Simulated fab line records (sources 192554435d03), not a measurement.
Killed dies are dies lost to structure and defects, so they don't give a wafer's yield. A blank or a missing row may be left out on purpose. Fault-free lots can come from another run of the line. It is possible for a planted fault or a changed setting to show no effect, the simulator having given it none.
Chamber matching ; flow n5 finfet ; 3 sister chambers for N5_BEOL_M6_DEP_56 on pecvd-04
The step deposits SiCN from 3MS/NH3, target thk 10 nm, time 17.5 s. 3 wafers are shown with their chamber, then 9 later ones without.

WAFERS PAIRED WITH THEIR CHAMBERS
wafer;chamber;throttle valve pct (%)
L090.5;2;8.3
L091.4;1;10.2
L091.5;0;9.0

WAFERS MISSING THEIR CHAMBER
wafer;throttle valve pct (%)
L095.1;10.4
L095.2;9.0
L095.3;8.2
L094.2;9.1
L094.3;10.4
L094.6;9.2
L097.2;8.1
L097.4;10.6
L097.5;9.2

WHICH CHAMBER EACH ONE RAN IN
wafer;from the rows above;in truth
L095.1;1;1
L095.2;0;0
L095.3;2;2
L094.2;0;0
L094.3;1;1
L094.6;0;0
L097.2;2;2
L097.4;1;1
L097.5;0;0
Correct placement for 9 of the 9. Not placeable from these rows: 0. 0 placed wrongly.
How it was worked out, from the rows above alone: a wafer's distance from a chamber is the root of the sum, over the readings, of the square of ((its reading less the chamber's mean) divided by the reading's scatter). If the next closest chamber is less than 2 further off than the closest, the wafer can't be placed; otherwise it belongs to the closest. The mean given for a chamber averages the wafers shown for that chamber. The scatter: root of mean squared gap, hidden wafer to nearest shown wafer, with one shown wafer a chamber.
